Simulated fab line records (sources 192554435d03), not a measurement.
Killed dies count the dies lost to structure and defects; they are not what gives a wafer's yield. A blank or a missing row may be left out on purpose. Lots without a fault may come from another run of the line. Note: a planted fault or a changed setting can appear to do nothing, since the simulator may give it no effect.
The tool behind it: which one? / flow n5_finfet / 9 lots with 27 wafers sampled at 3 steps, on a route of 1938 steps

== WHAT EACH GAUGE READ, for each wafer ==
N5_BEOL_M4_RC_MEAS_101. Usual: DIBL_N 36.7 mV/V, standard deviation 1.8; DIBL_P 37.0 mV/V, standard deviation 2.4; IOFF_N 0.17 nA/um, standard deviation 0.036; IOFF_P 0.22 nA/um, standard deviation 0.042; ION_N 673 uA/um, standard deviation 12; ION_P 462 uA/um, standard deviation 8.5; SS_N 71.7 mV/dec, standard deviation 0.62; SS_P 73.4 mV/dec, standard deviation 0.65; VT_N 250 mV, standard deviation 3.7; VT_P -250 mV, standard deviation 3.7.
lot=L831; measured=day 8 22:50; on=prober-01; DIBL_N (mV/V)=38.0 36.5 37.5; DIBL_P (mV/V)=39.7 37.5 39.1; IOFF_N (nA/um)=0.19 0.16 0.18; IOFF_P (nA/um)=0.24 0.20 0.23; ION_N (uA/um)=682 676 678; ION_P (uA/um)=462 460 458; SS_N (mV/dec)=72.3 71.0 71.5; SS_P (mV/dec)=73.6 73.5 74.0; VT_N (mV)=247 250 248; VT_P (mV)=-250 -252 -251; flag=
lot=L832; measured=day 8 20:34; on=prober-02; DIBL_N (mV/V)=38.5 38.2 37.8; DIBL_P (mV/V)=39.0 39.0 37.4; IOFF_N (nA/um)=0.19 0.21 0.19; IOFF_P (nA/um)=0.25 0.24 0.22; ION_N (uA/um)=671 675 667; ION_P (uA/um)=461 460 457; SS_N (mV/dec)=71.5 71.9 72.0; SS_P (mV/dec)=73.3 74.6 73.4; VT_N (mV)=250 245 250; VT_P (mV)=-250 -250 -249; flag=
lot=L834; measured=day 9 19:53; on=prober-02; DIBL_N (mV/V)=38.2 35.4 36.1; DIBL_P (mV/V)=38.0 34.7 35.7; IOFF_N (nA/um)=0.18 0.13 0.15; IOFF_P (nA/um)=0.24 0.20 0.21; ION_N (uA/um)=671 674 661; ION_P (uA/um)=462 470 462; SS_N (mV/dec)=72.3 71.2 71.0; SS_P (mV/dec)=73.9 72.7 72.8; VT_N (mV)=249 253 250; VT_P (mV)=-246 -248 -251; flag=
lot=L836; measured=day 9 12:34; on=prober-01; DIBL_N (mV/V)=37.7 34.6 35.9; DIBL_P (mV/V)=38.4 34.7 35.1; IOFF_N (nA/um)=0.17 0.13 0.14; IOFF_P (nA/um)=0.21 0.16 0.17; ION_N (uA/um)=670 671 655; ION_P (uA/um)=455 456 447; SS_N (mV/dec)=72.2 71.1 71.1; SS_P (mV/dec)=73.5 72.0 73.6; VT_N (mV)=251 252 252; VT_P (mV)=-253 -255 -254; flag=
lot=L843; measured=day 11 22:43; on=prober-01; DIBL_N (mV/V)=36.3 31.7 38.1; DIBL_P (mV/V)=38.6 31.5 40.0; IOFF_N (nA/um)=0.17 0.10 0.20; IOFF_P (nA/um)=0.25 0.15 0.28; ION_N (uA/um)=680 651 668; ION_P (uA/um)=468 457 464; SS_N (mV/dec)=71.7 69.3 72.6; SS_P (mV/dec)=74.3 72.0 74.5; VT_N (mV)=246 256 248; VT_P (mV)=-247 -250 -248; flag=
lot=L844; measured=day 12 07:16; on=prober-01; DIBL_N (mV/V)=34.9 35.1 34.5; DIBL_P (mV/V)=37.2 36.2 36.0; IOFF_N (nA/um)=0.14 0.13 0.13; IOFF_P (nA/um)=0.22 0.19 0.19; ION_N (uA/um)=669 664 674; ION_P (uA/um)=465 460 463; SS_N (mV/dec)=70.8 71.2 71.3; SS_P (mV/dec)=73.9 74.0 73.4; VT_N (mV)=252 255 250; VT_P (mV)=-251 -253 -253; flag=
lot=L845; measured=day 12 16:13; on=prober-01; DIBL_N (mV/V)=36.7 35.1 37.1; DIBL_P (mV/V)=38.6 35.9 38.7; IOFF_N (nA/um)=0.16 0.14 0.19; IOFF_P (nA/um)=0.23 0.18 0.23; ION_N (uA/um)=667 662 691; ION_P (uA/um)=458 453 466; SS_N (mV/dec)=71.5 72.0 71.7; SS_P (mV/dec)=74.3 74.2 74.5; VT_N (mV)=250 252 245; VT_P (mV)=-251 -257 -253; flag=
lot=L847; measured=day 12 08:33; on=prober-02; DIBL_N (mV/V)=34.4 36.2 34.7; DIBL_P (mV/V)=35.6 37.1 35.4; IOFF_N (nA/um)=0.13 0.15 0.13; IOFF_P (nA/um)=0.18 0.22 0.18; ION_N (uA/um)=669 677 654; ION_P (uA/um)=461 474 457; SS_N (mV/dec)=69.5 71.6 71.0; SS_P (mV/dec)=72.7 73.1 73.0; VT_N (mV)=251 249 251; VT_P (mV)=-253 -247 -251; flag=
lot=L851; measured=day 13 12:33; on=prober-01; DIBL_N (mV/V)=35.7 36.7 32.1; DIBL_P (mV/V)=34.9 36.2 30.0; IOFF_N (nA/um)=0.15 0.17 0.10; IOFF_P (nA/um)=0.19 0.22 0.14; ION_N (uA/um)=678 686 662; ION_P (uA/um)=461 464 456; SS_N (mV/dec)=71.4 71.0 70.7; SS_P (mV/dec)=73.1 73.8 72.4; VT_N (mV)=251 250 256; VT_P (mV)=-249 -249 -255; flag=

N5_PASSIVATION_CD_MEAS_30: target cd 4000 nm. Usual: cd_nm at 3999.1 nm, with a standard deviation of 1.7.
lot=L831; measured=day 12 18:54; on=cd_sem-03; cd_nm (nm)=4000.0 3999.8 3996.8; flag=
lot=L832; measured=day 12 23:38; on=cd_sem-01; cd_nm (nm)=3997.3 3998.4 3997.9; flag=
lot=L834; measured=day 14 01:53; on=cd_sem-01; cd_nm (nm)=3999.0 3996.2 3996.8; flag=
lot=L836; measured=day 13 14:52; on=cd_sem-02; cd_nm (nm)=3998.1 3999.4 4000.9; flag=
lot=L843; measured=day 15 19:24; on=cd_sem-01; cd_nm (nm)=3999.2 3998.5 3999.4; flag=
lot=L844; measured=day 16 10:27; on=cd_sem-03; cd_nm (nm)=3999.6 3999.0 3998.9; flag=
lot=L845; measured=day 16 22:02; on=cd_sem-03; cd_nm (nm)=3999.8 4000.3 3998.8; flag=
lot=L847; measured=day 16 11:11; on=cd_sem-01; cd_nm (nm)=3999.7 3999.2 3998.6; flag=
lot=L851; measured=day 17 18:49; on=cd_sem-01; cd_nm (nm)=3998.4 4000.3 3999.8; flag=

== EACH LOT AND THE TOOL THAT RAN IT (in order: tool; ch and the chambers of the sampled wafers; start) ==
lot=L831; N5_SPACER0_ALD_07=ald_sin-03 ch 0,1,3, day 2 23:24
lot=L832; N5_SPACER0_ALD_07=ald_sin-01 ch 1,2, day 3 06:17
lot=L834; N5_SPACER0_ALD_07=ald_sin-01 ch 1,2,3, day 3 17:11
lot=L836; N5_SPACER0_ALD_07=ald_sin-01 ch 0,3, day 4 05:41
lot=L843; N5_SPACER0_ALD_07=ald_sin-01 ch 0,2,3, day 6 01:25
lot=L844; N5_SPACER0_ALD_07=ald_sin-01 ch 0,1, day 6 06:46
lot=L845; N5_SPACER0_ALD_07=ald_sin-04 ch 0,1, day 6 11:09
lot=L847; N5_SPACER0_ALD_07=ald_sin-03 ch 0,2,3, day 6 23:13
lot=L851; N5_SPACER0_ALD_07=ald_sin-03 ch 0,1,3, day 7 22:40
- N5_SPACER0_ALD_07: deposits SiNx, target thk 2 nm.

== WHAT THE TOOLS THEMSELVES READ (means of the sampled wafers that have a number; where no wafer has one, the mark that the record gives instead) ==
N5_SPACER0_ALD_07. Usual: heater_power_w at 854 W, with a standard deviation of 69.
lot=L831; tool=ald_sin-03; heater_power_w (W)=787; flag=
lot=L832; tool=ald_sin-01; heater_power_w (W)=841; flag=
lot=L834; tool=ald_sin-01; heater_power_w (W)=835; flag=
lot=L836; tool=ald_sin-01; heater_power_w (W)=908; flag=
lot=L843; tool=ald_sin-01; heater_power_w (W)=847; flag=
lot=L844; tool=ald_sin-01; heater_power_w (W)=907; flag=
lot=L845; tool=ald_sin-04; heater_power_w (W)=891; flag=
lot=L847; tool=ald_sin-03; heater_power_w (W)=806; flag=
lot=L851; tool=ald_sin-03; heater_power_w (W)=799; flag=

== THE ANSWER, worked out from the rows above alone ==
Rule: a lot counts as off when the mean over its wafers that have a number is more than 3 standard deviations away from the usual mean. Also off: a lot with no number at a reading for which 4 or more lots have one. Any other lot the step has rows for is counted as sound. After the gauges, taken in route order, come the tools' own readings; for these a lot's mean is taken, as printed above. The first step at which some lot is off is used, and at that step the reading that is off furthest; a lot without a number counts as furthest.
No lot is off at any reading shown: from this, nothing can be told.

== WHAT THE SIMULATOR HAD INSERTED ==
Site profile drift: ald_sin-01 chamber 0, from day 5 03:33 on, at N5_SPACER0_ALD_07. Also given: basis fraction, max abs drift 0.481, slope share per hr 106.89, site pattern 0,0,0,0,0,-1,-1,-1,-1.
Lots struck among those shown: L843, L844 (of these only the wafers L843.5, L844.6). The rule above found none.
